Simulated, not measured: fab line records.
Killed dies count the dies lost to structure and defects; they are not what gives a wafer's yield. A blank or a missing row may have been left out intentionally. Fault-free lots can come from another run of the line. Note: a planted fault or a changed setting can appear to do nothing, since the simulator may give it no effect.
fab line records	flow nand-harc	part 1 of 2: steps 1 to 25 of 31
record: lots: 5	wafers: 15	last-day: 25
route steps=1159 shown A_STAIRCASE@521
lots that met no fault: taken from a fault-free run of the same line
start-h: the number of hours between the record's first day and the start of the first shown wafer of the lot	wait-h: hours elapsed since this lot's preceding step	" identical to the entry in the row above	L1.1+2: a single row standing in for several wafers	- no value, or no start given	* or withheld: withheld	< > ~ a bound
route shown NAME@n: NAME is a module with steps in the file, n the number in the route of the first one	usual: average and standard deviation across the fault-free wafers	same: alike in all rows	chamber/n: place in a boat	sites: per-site readings	_std_site: standard deviation across them	_edge_site: the outer-site mean with the inner-site mean subtracted	radius-mm: how far each site lies from the wafer's centre	mask NAME#n: copy n	behind: the last tool/chamber to shape the wafer	hold: why the lot went on hold/how many hours it stayed there/how the hold came to an end	device: names the non-switching transistor (n, p or np)	end of line: the route-end tests of the same wafers	a step with no rows: only its recipe	killed: dies lost to structure and defects at the first sort, not the wafer's yield	map: dies across one wafer; x = killed, . = not, _ = none there
set.NAME: the setting the step ran with; set.NAME@STEP: the setting that earlier step ran with	model.NAME: the simulator's own value behind a step, which no gauge read
lots seen at some steps along the route; tables by step, rows by wafer
services: a tool's chamber out of use, with start hour (start-h, from the record's first day; less than 0 if before it), hours out, and reason
== steps ==
step: NHARC_A_STAIRCASE_HMDS_159
recipe: time-s: 30
usual: exhaust-pa: 45.1/0.86
lot.wafer	tool	chamber	start-h	wait-h	exhaust-pa
L076.2	litho-track-03	0	-	-	44.7
L076.3	"	0	"	"	45.7
L076.6	"	0	"	"	45.9
L078.2	litho-track-02	0	-	-	46.1
L078.3	"	0	"	"	45.4
L078.5	"	0	"	"	45.7
L079.2	litho-track-03	0	-	-	45.8
L079.3	"	0	"	"	45.9
L079.5	"	0	"	"	44.2
L086.2	litho-track-03	0	-	-	45.0
L086.3	"	0	"	"	44.6
L086.5	"	0	"	"	46.9
L097.2	litho-track-05	0	-	-	44.9
L097.4	"	0	"	"	44.2
L097.5	"	0	"	"	43.7
step: NHARC_A_STAIRCASE_COAT_160
recipe: spin-rpm: 1200
usual: exhaust-pa: 44.9/0.99
lot.wafer	tool	chamber	start-h	wait-h	exhaust-pa
L076.2	litho-track-03	0	-	-	43.9
L076.3	"	0	"	"	43.6
L076.6	"	0	"	"	44.4
L078.2	litho-track-02	0	-	-	45.1
L078.3	"	0	"	"	43.7
L078.5	"	0	"	"	44.1
L079.2	litho-track-03	0	-	-	44.6
L079.3	"	0	"	"	43.9
L079.5	"	0	"	"	44.7
L086.2	litho-track-03	0	-	-	45.0
L086.3	"	0	"	"	45.7
L086.5	"	0	"	"	45.5
L097.2	litho-track-05	0	-	-	44.6
L097.4	"	0	"	"	43.8
L097.5	"	0	"	"	44.7
step: NHARC_A_STAIRCASE_SOFTBAKE_161
recipe: temp-c: 135	time-s: 170
usual: exhaust-pa: 44.9/0.81
lot.wafer	tool	chamber	start-h	wait-h	exhaust-pa
L076.2	litho-track-03	0	-	-	45.3
L076.3	"	0	"	"	45.4
L076.6	"	0	"	"	42.5
L078.2	litho-track-02	0	-	-	44.6
L078.3	"	0	"	"	45.0
L078.5	"	0	"	"	44.4
L079.2	litho-track-03	0	-	-	44.7
L079.3	"	0	"	"	45.1
L079.5	"	0	"	"	45.1
L086.2	litho-track-03	0	-	-	45.3
L086.3	"	0	"	"	45.4
L086.5	"	0	"	"	44.8
L097.2	litho-track-05	0	-	-	44.5
L097.4	"	0	"	"	44.3
L097.5	"	0	"	"	46.5
step: NHARC_A_STAIRCASE_EBR_162
usual: exhaust-pa: 45.0/0.93
lot.wafer	tool	chamber	start-h	wait-h	exhaust-pa
L076.2	litho-track-03	0	-	-	44.8
L076.3	"	0	"	"	44.8
L076.6	"	0	"	"	46.6
L078.2	litho-track-02	0	-	-	44.8
L078.3	"	0	"	"	45.7
L078.5	"	0	"	"	44.8
L079.2	litho-track-03	0	-	-	45.3
L079.3	"	0	"	"	44.5
L079.5	"	0	"	"	44.2
L086.2	litho-track-03	0	-	-	43.4
L086.3	"	0	"	"	45.7
L086.5	"	0	"	"	44.5
L097.2	litho-track-05	0	-	-	44.8
L097.4	"	0	"	"	44.3
L097.5	"	0	"	"	44.3
step: NHARC_A_STAIRCASE_EXPOSE_163
recipe: na: 0.5	dose-mj: 20.01	mask-id: STAIR_OPEN
lot.wafer	tool	chamber	start-h	wait-h	mask
L076.2+3+6	krf-scanner-01	0	243.48	-	STAIR_OPEN#0
L078.2+3+5	krf-scanner-02	0	259.72	-	STAIR_OPEN#0
L079.2+3+5	krf-scanner-03	0	260.02	-	STAIR_OPEN#0
L086.2+3+5	krf-scanner-01	0	316.03	-	STAIR_OPEN#0
L097.2+4+5	krf-scanner-03	0	376.90	-	STAIR_OPEN#0
step: NHARC_A_STAIRCASE_PEB_164
recipe: peb-temp-c: 115	peb-time-s: 130
usual: exhaust-pa: 44.8/0.9
lot.wafer	tool	chamber	start-h	wait-h	exhaust-pa
L076.2	litho-track-02	0	243.54	0.1	44.1
L076.3	"	0	"	"	47.0
L076.6	"	0	"	"	45.5
L078.2	litho-track-02	0	259.78	0.1	45.2
L078.3	"	0	"	"	44.8
L078.5	"	0	"	"	44.3
L079.2	litho-track-05	0	260.08	0.1	45.7
L079.3	"	0	"	"	45.0
L079.5	"	0	"	"	45.3
L086.2	litho-track-05	0	316.09	0.1	43.9
L086.3	"	0	"	"	45.8
L086.5	"	0	"	"	45.2
L097.2	litho-track-03	0	376.96	0.1	45.5
L097.4	"	0	"	"	44.3
L097.5	"	0	"	"	45.9
step: NHARC_A_STAIRCASE_DEVELOP_165
recipe: time-s: 140
usual: exhaust-pa: 44.9/1
lot.wafer	tool	chamber	start-h	wait-h	exhaust-pa
L076.2	litho-track-02	0	-	-	43.1
L076.3	"	0	"	"	44.1
L076.6	"	0	"	"	44.1
L078.2	litho-track-02	0	-	-	45.2
L078.3	"	0	"	"	44.7
L078.5	"	0	"	"	45.0
L079.2	litho-track-05	0	-	-	44.6
L079.3	"	0	"	"	44.6
L079.5	"	0	"	"	45.5
L086.2	litho-track-05	0	-	-	43.8
L086.3	"	0	"	"	42.8
L086.5	"	0	"	"	44.4
L097.2	litho-track-03	0	-	-	42.7
L097.4	"	0	"	"	44.0
L097.5	"	0	"	"	44.0
step: NHARC_A_STAIRCASE_HARDBAKE_167
recipe: temp-c: 120	time-s: 140
usual: exhaust-pa: 44.9/0.82
lot.wafer	tool	chamber	start-h	wait-h	exhaust-pa
L076.2	litho-track-03	0	243.77	-	45.4
L076.3	"	0	"	"	45.3
L076.6	"	0	"	"	44.8
L078.2	litho-track-05	0	260.00	-	44.3
L078.3	"	0	"	"	46.4
L078.5	"	0	"	"	44.4
L079.2	litho-track-03	0	260.30	-	45.1
L079.3	"	0	"	"	46.0
L079.5	"	0	"	"	47.1
L086.2	litho-track-05	0	316.31	-	44.7
L086.3	"	0	"	"	46.8
L086.5	"	0	"	"	46.0
L097.2	litho-track-03	0	377.18	-	44.9
L097.4	"	0	"	"	45.5
L097.5	"	0	"	"	44.1
step: NHARC_A_STAIRCASE_DESCUM_168
recipe: time-s: 3	o2-flow-sccm: 200	ar-flow-sccm: 0	bias-power-w: 0	chemistry: O2
usual: drypump-motor-current-A: 5.9/0.43	oes-product-au: 0.996/0.0095	rf-vpp-V: 57.5/0.9	showerhead-plenum-p-Torr: 1.88/0.097	throttle-valve-pct: 11.312/0.01
lot.wafer	tool	chamber	start-h	wait-h	drypump-motor-current-A	oes-product-au	rf-hours-counter-h	rf-vpp-V	showerhead-plenum-p-Torr	throttle-valve-pct
L076.3	rie-diel-13	1	243.87	-	5.3	1.006	50	57.4	1.82	11.322
L076.2	"	2	"	"	6.5	1.012	54	57.4	1.77	11.307
L076.6	"	3	"	"	5.4	1.001	-	57.9	1.78	11.302
L078.2	rie-diel-01	1	260.10	-	5.6	0.992	45	56.3	1.80	11.322
L078.3	"	2	"	"	5.8	0.993	40	57.8	1.81	11.336
L078.5	"	0	"	"	5.7	0.996	-	58.1	1.88	11.314
L079.2	rie-diel-06	1	260.41	-	6.5	1.000	3	58.9	2.01	11.306
L079.3	"	2	"	"	6.5	0.997	4	58.4	1.96	11.321
L079.5	"	3	"	"	6.3	1.009	-	57.1	1.78	11.324
L086.2	rie-diel-13	2	316.41	-	6.5	0.985	13	59.4	2.07	11.313
L086.3	"	3	"	"	5.4	0.990	15	56.6	1.77	11.320
L086.5	"	1	"	"	5.3	0.994	-	57.5	1.81	11.318
L097.2	rie-diel-13	1	377.27	-	5.3	1.009	37	58.8	1.80	11.334
L097.4	"	3	"	"	5.4	0.984	39	54.9	1.76	11.301
L097.5	"	2	"	"	6.5	0.996	-	58.1	2.06	11.323
step: NHARC_A_STAIRCASE_ETCH_169
recipe: target-depth-a: 500	time-s: 107.1	ion-energy-ev: 120	ch3f-flow-sccm: 50	o2-flow-sccm: 30	ar-flow-sccm: 200	rf-w: 500	bias-w: 100	chemistry: CH3F/O2
usual: ch3f-flow-sccm: 50.00/0.16	drypump-motor-current-A: 5.9/0.44	oes-product-au: 0.945/0.023	rf-vpp-V: 243.8/1.8	showerhead-plenum-p-Torr: 2.42/0.12	throttle-valve-pct: 20.663/0.0092
lot.wafer	tool	chamber	start-h	wait-h	ch3f-flow-sccm	drypump-motor-current-A	oes-product-au	rf-hours-counter-h	rf-vpp-V	showerhead-plenum-p-Torr	throttle-valve-pct
L076.3	rie-diel-13	2	243.95	0.1	50.01	6.5	0.936	54	241.9	2.28	20.674
L076.2	"	0	"	"	49.96	5.7	0.925	50	242.6	2.50	20.655
L076.6	"	2	"	"	50.30	6.5	0.937	-	242.1	2.28	20.656
L078.2	rie-diel-01	2	260.19	0.1	49.64	5.8	0.980	40	242.6	2.33	20.679
L078.3	"	3	"	"	49.98	6.0	0.963	48	244.8	2.48	20.653
L078.5	"	1	"	"	50.01	5.6	0.950	-	242.3	2.31	20.656
L079.3	rie-diel-06	1	260.47	0.1	50.10	6.6	0.985	3	245.9	2.58	20.665
L079.2	"	3	"	"	49.96	6.2	0.977	4	241.0	2.29	20.652
L079.5	"	1	"	"	49.79	6.5	0.975	-	245.9	2.58	20.649
L086.3	rie-diel-13	2	316.49	0.1	50.20	6.5	0.933	13	246.3	2.66	20.656
L086.2	"	0	"	"	49.99	5.7	0.963	12	244.7	2.49	20.660
L086.5	"	2	"	"	50.09	6.5	0.944	-	247.9	2.66	20.667
L097.2	rie-diel-13	3	377.37	0.1	49.92	5.4	0.968	39	242.9	2.27	20.665
L097.4	"	0	"	"	49.85	5.7	0.985	35	245.5	2.48	20.663
L097.5	"	1	"	"	50.02	5.3	0.963	-	241.4	2.32	20.675
step: NHARC_A_STAIRCASE_ETCH_170
recipe: target-depth-a: 2000	time-s: 66.667	ion-energy-ev: 250	c4f6-flow-sccm: 25	o2-flow-sccm: 20	ar-flow-sccm: 500	rf-w: 600	bias-w: 500	chemistry: C4F6/O2
usual: drypump-motor-current-A: 5.9/0.44	oes-product-au: 0.966/0.015	rf-vpp-V: 545/3.8	showerhead-plenum-p-Torr: 3.86/0.17	throttle-valve-pct: 26.904/0.0086
lot.wafer	tool	chamber	start-h	wait-h	drypump-motor-current-A	oes-product-au	rf-hours-counter-h	rf-vpp-V	showerhead-plenum-p-Torr	throttle-valve-pct
L076.3	rie-diel-13	2	-	-	6.5	0.966	54	541	3.65	26.895
L076.2	"	0	"	"	5.7	0.961	50	548	3.98	26.906
L076.6	"	2	"	"	6.5	0.977	-	540	3.65	26.894
L078.2	rie-diel-01	0	-	-	5.7	0.966	45	546	3.87	26.907
L078.3	"	1	"	"	5.6	0.972	45	543	3.70	26.916
L078.5	"	3	"	"	6.0	0.973	-	548	3.95	26.921
L079.3	rie-diel-06	0	-	-	5.9	0.957	2	548	4.01	26.884
L079.2	"	1	"	"	6.6	0.983	3	550	4.10	26.893
L079.5	"	2	"	"	6.5	0.982	-	549	4.00	26.902
L086.2	rie-diel-13	1	-	-	5.3	0.957	13	544	3.73	26.904
L086.3	"	3	"	"	5.4	0.956	15	542	3.66	26.899
L086.5	"	0	"	"	5.7	0.965	-	548	3.97	26.919
L097.4	rie-diel-13	1	-	-	5.4	0.984	37	541	3.72	26.909
L097.2	"	3	"	"	5.5	0.972	39	540	3.65	26.901
L097.5	"	1	"	"	5.3	0.976	-	542	3.72	26.901
step: NHARC_A_STAIRCASE_STRIP_171
recipe: power-w: 1500	temp-c: 250	chemistry: O2
usual: drypump-motor-current-A: 5.29/0.26	heater-power-w: 347/33
lot.wafer	tool	chamber	start-h	wait-h	drypump-motor-current-A	heater-power-w	rf-hours-counter-h
L076.2	plasma-asher-01	1	244.71	-	5.12	400	47
L076.3	"	0	"	"	5.12	352	-
L076.6	"	0	"	"	5.11	360	-
L078.2	plasma-asher-02	0	260.41	-	5.58	287	24
L078.3	"	1	"	"	5.75	325	-
L078.5	"	0	"	"	5.59	300	-
L079.2	plasma-asher-01	1	260.75	-	5.11	399	54
L079.3	"	1	"	"	5.12	393	-
L079.5	"	1	"	"	5.13	391	-
L086.2	plasma-asher-02	0	316.79	-	5.57	288	44
L086.3	"	0	"	"	5.58	296	-
L086.5	"	1	"	"	5.74	336	-
L097.2	plasma-asher-01	1	377.61	-	5.10	378	35
L097.4	"	0	"	"	5.12	348	-
L097.5	"	1	"	"	5.11	381	-
step: NHARC_A_STAIRCASE_STRIP_172
recipe: time-s: 900	temp-c: 130	chemistry: SPM
lot.wafer	tool	chamber	start-h	wait-h
L076.2+3+6	wet-bench-01	2,4,5	245.03	0.3
L078.5+3+2	wet-bench-01	6,1,2	260.76	0.1
L079.5+2+3	wet-bench-04	0,3,4	261.06	0.1
L086.2+5+3	wet-bench-01	4,5,0	317.09	0.3
L097.5+2+4	wet-bench-01	0,2,4	377.96	0.1
step: NHARC_A_STAIRCASE_PRECLEAN_173
recipe: time-s: *	temp-c: 50	bath-age-min: 0	chemistry: SC1
lot.wafer	tool	chamber	start-h	wait-h
L076.2+3+6	wet-bench-01	2,4,5	-	-
L078.5+3+2	wet-bench-01	6,1,2	-	-
L079.5+2+3	wet-bench-04	0,3,4	-	-
L086.2+5+3	wet-bench-01	4,5,0	-	-
L097.5+2+4	wet-bench-01	0,2,4	-	-
step: NHARC_A_STAIRCASE_SRD_174
lot.wafer	tool	chamber	start-h	wait-h
L076.2+3+6	wet-bench-01	2,4,5	-	-
L078.5+3+2	wet-bench-01	6,1,2	-	-
L079.5+2+3	wet-bench-04	0,3,4	-	-
L086.2+5+3	wet-bench-01	4,5,0	-	-
L097.5+2+4	wet-bench-01	0,2,4	-	-
step: NHARC_A_STAIRCASE_DEHYDRATE_01
recipe: temp-c: 150	time-s: 120
usual: exhaust-pa: 44.7/0.75
lot.wafer	tool	chamber	start-h	wait-h	exhaust-pa
L076.2	litho-track-03	0	245.47	-	43.8
L076.3	"	0	"	"	42.9
L076.6	"	0	"	"	44.2
L078.2	litho-track-05	0	261.21	-	46.5
L078.3	"	0	"	"	44.6
L078.5	"	0	"	"	46.0
L079.2	litho-track-02	0	261.51	-	43.9
L079.3	"	0	"	"	44.3
L079.5	"	0	"	"	44.2
L086.2	litho-track-02	0	317.54	-	44.1
L086.3	"	0	"	"	44.1
L086.5	"	0	"	"	44.7
L097.2	litho-track-02	0	378.42	-	43.8
L097.4	"	0	"	"	45.3
L097.5	"	0	"	"	44.8
step: NHARC_A_STAIRCASE_HMDS_02
recipe: time-s: 30
usual: exhaust-pa: 45.0/0.86
lot.wafer	tool	chamber	start-h	wait-h	exhaust-pa
L076.2	litho-track-03	0	-	-	44.9
L076.3	"	0	"	"	45.2
L076.6	"	0	"	"	43.7
L078.2	litho-track-05	0	-	-	46.5
L078.3	"	0	"	"	46.1
L078.5	"	0	"	"	46.1
L079.2	litho-track-02	0	-	-	46.2
L079.3	"	0	"	"	45.8
L079.5	"	0	"	"	44.6
L086.2	litho-track-02	0	-	-	45.2
L086.3	"	0	"	"	45.1
L086.5	"	0	"	"	45.1
L097.2	litho-track-02	0	-	-	45.8
L097.4	"	0	"	"	44.5
L097.5	"	0	"	"	44.9
step: NHARC_A_STAIRCASE_COAT_03
recipe: spin-rpm: 1200
usual: exhaust-pa: 45.1/0.9
lot.wafer	tool	chamber	start-h	wait-h	exhaust-pa
L076.2	litho-track-03	0	-	-	46.2
L076.3	"	0	"	"	45.9
L076.6	"	0	"	"	45.2
L078.2	litho-track-05	0	-	-	44.7
L078.3	"	0	"	"	45.1
L078.5	"	0	"	"	45.6
L079.2	litho-track-02	0	-	-	44.6
L079.3	"	0	"	"	46.4
L079.5	"	0	"	"	45.0
L086.2	litho-track-02	0	-	-	45.6
L086.3	"	0	"	"	45.8
L086.5	"	0	"	"	45.4
L097.2	litho-track-02	0	-	-	44.6
L097.4	"	0	"	"	44.9
L097.5	"	0	"	"	44.4
step: NHARC_A_STAIRCASE_SOFTBAKE_04
recipe: temp-c: 135	time-s: 170
usual: exhaust-pa: 45.1/0.99
lot.wafer	tool	chamber	start-h	wait-h	exhaust-pa
L076.2	litho-track-03	0	-	-	45.2
L076.3	"	0	"	"	45.8
L076.6	"	0	"	"	45.5
L078.2	litho-track-05	0	-	-	44.9
L078.3	"	0	"	"	45.8
L078.5	"	0	"	"	45.7
L079.2	litho-track-02	0	-	-	44.5
L079.3	"	0	"	"	44.7
L079.5	"	0	"	"	44.7
L086.2	litho-track-02	0	-	-	45.9
L086.3	"	0	"	"	43.8
L086.5	"	0	"	"	45.9
L097.2	litho-track-02	0	-	-	44.2
L097.4	"	0	"	"	45.5
L097.5	"	0	"	"	43.6
step: NHARC_A_STAIRCASE_EBR_05
usual: exhaust-pa: 45.1/0.89
lot.wafer	tool	chamber	start-h	wait-h	exhaust-pa
L076.2	litho-track-03	0	-	-	43.9
L076.3	"	0	"	"	46.5
L076.6	"	0	"	"	45.8
L078.2	litho-track-05	0	-	-	45.4
L078.3	"	0	"	"	46.2
L078.5	"	0	"	"	45.0
L079.2	litho-track-02	0	-	-	45.0
L079.3	"	0	"	"	44.5
L079.5	"	0	"	"	45.8
L086.2	litho-track-02	0	-	-	46.4
L086.3	"	0	"	"	45.1
L086.5	"	0	"	"	46.0
L097.2	litho-track-02	0	-	-	44.1
L097.4	"	0	"	"	45.9
L097.5	"	0	"	"	45.0
step: NHARC_A_STAIRCASE_EXPOSE_06
recipe: na: 0.5	dose-mj: 25.43	mask-id: STAIR
lot.wafer	tool	chamber	start-h	wait-h	mask
L076.2+3+6	krf-scanner-02	0	245.80	-	STAIR#0
L078.2+3+5	krf-scanner-03	0	261.42	-	STAIR#0
L079.2+3+5	krf-scanner-01	0	261.85	-	STAIR#0
L086.2+3+5	krf-scanner-01	0	317.88	-	STAIR#0
L097.2+4+5	krf-scanner-01	0	378.75	-	STAIR#0
step: NHARC_A_STAIRCASE_PEB_07
recipe: peb-temp-c: 115	peb-time-s: 130
usual: exhaust-pa: 45.1/0.85
lot.wafer	tool	chamber	start-h	wait-h	exhaust-pa
L076.2	litho-track-05	0	245.87	0.1	44.9
L076.3	"	0	"	"	45.1
L076.6	"	0	"	"	43.4
L078.2	litho-track-02	0	261.48	0.1	46.2
L078.3	"	0	"	"	45.7
L078.5	"	0	"	"	47.0
L079.2	litho-track-02	0	261.91	0.1	45.8
L079.3	"	0	"	"	44.8
L079.5	"	0	"	"	45.5
L086.2	litho-track-02	0	317.94	0.1	45.7
L086.3	"	0	"	"	45.2
L086.5	"	0	"	"	45.4
L097.2	litho-track-02	0	378.82	0.1	45.5
L097.4	"	0	"	"	45.3
L097.5	"	0	"	"	45.3
step: NHARC_A_STAIRCASE_DEVELOP_08
recipe: time-s: 140
usual: exhaust-pa: 45.0/0.81
lot.wafer	tool	chamber	start-h	wait-h	exhaust-pa
L076.2	litho-track-05	0	-	-	43.8
L076.3	"	0	"	"	44.9
L076.6	"	0	"	"	44.5
L078.2	litho-track-02	0	-	-	44.5
L078.3	"	0	"	"	45.1
L078.5	"	0	"	"	44.4
L079.2	litho-track-02	0	-	-	45.3
L079.3	"	0	"	"	45.7
L079.5	"	0	"	"	46.5
L086.2	litho-track-02	0	-	-	45.0
L086.3	"	0	"	"	44.7
L086.5	"	0	"	"	45.5
L097.2	litho-track-02	0	-	-	45.5
L097.4	"	0	"	"	45.5
L097.5	"	0	"	"	45.7
step: NHARC_A_STAIRCASE_HARDBAKE_10
recipe: temp-c: 120	time-s: 140
usual: exhaust-pa: 45.0/0.85
lot.wafer	tool	chamber	start-h	wait-h	exhaust-pa
L076.2	litho-track-02	0	246.09	-	46.3
L076.3	"	0	"	"	45.5
L076.6	"	0	"	"	43.9
L078.2	litho-track-02	0	261.70	-	44.8
L078.3	"	0	"	"	44.0
L078.5	"	0	"	"	45.0
L079.2	litho-track-02	0	262.13	-	45.5
L079.3	"	0	"	"	45.7
L079.5	"	0	"	"	45.3
L086.2	litho-track-03	0	318.16	-	43.4
L086.3	"	0	"	"	44.7
L086.5	"	0	"	"	45.8
L097.2	litho-track-05	0	379.04	-	47.5
L097.4	"	0	"	"	44.8
L097.5	"	0	"	"	45.2
step: NHARC_A_STAIRCASE_DESCUM_11
recipe: time-s: 3	o2-flow-sccm: 200	ar-flow-sccm: 0	bias-power-w: 0	chemistry: O2
usual: drypump-motor-current-A: 5.9/0.41	oes-product-au: 0.998/0.0084	rf-vpp-V: 57.8/0.93	showerhead-plenum-p-Torr: 1.89/0.096	throttle-valve-pct: 11.313/0.0086
lot.wafer	tool	chamber	start-h	wait-h	drypump-motor-current-A	oes-product-au	rf-hours-counter-h	rf-vpp-V	showerhead-plenum-p-Torr	throttle-valve-pct
L076.3	rie-diel-01	3	246.19	-	6.0	0.994	41	57.9	1.93	11.305
L076.2	"	1	"	"	5.6	1.001	40	57.2	1.80	11.308
L076.6	"	3	"	"	6.0	0.990	-	58.2	1.93	11.313
L078.3	rie-diel-01	3	261.79	-	6.0	0.982	48	57.8	1.93	11.299
L078.2	"	2	"	"	5.7	1.003	40	59.0	1.81	11.304
L078.5	"	2	"	"	5.8	0.995	-	57.5	1.81	11.325
L079.3	rie-diel-06	1	262.22	-	6.5	0.993	3	59.1	2.01	11.311
L079.2	"	2	"	"	6.4	1.008	4	57.9	1.96	11.309
L079.5	"	2	"	"	6.4	0.997	-	57.3	1.96	11.315
L086.2	rie-diel-13	1	318.38	-	5.3	1.008	14	57.1	1.81	11.321
L086.3	"	2	"	"	6.6	0.998	14	58.6	2.07	11.318
L086.5	"	1	"	"	5.3	0.999	-	58.2	1.81	11.311
L097.2	rie-diel-01	2	379.13	-	5.8	1.014	20	57.7	1.80	11.288
L097.4	"	3	"	"	6.0	1.004	20	57.7	1.91	11.312
L097.5	"	1	"	"	5.6	1.004	-	57.1	1.79	11.319
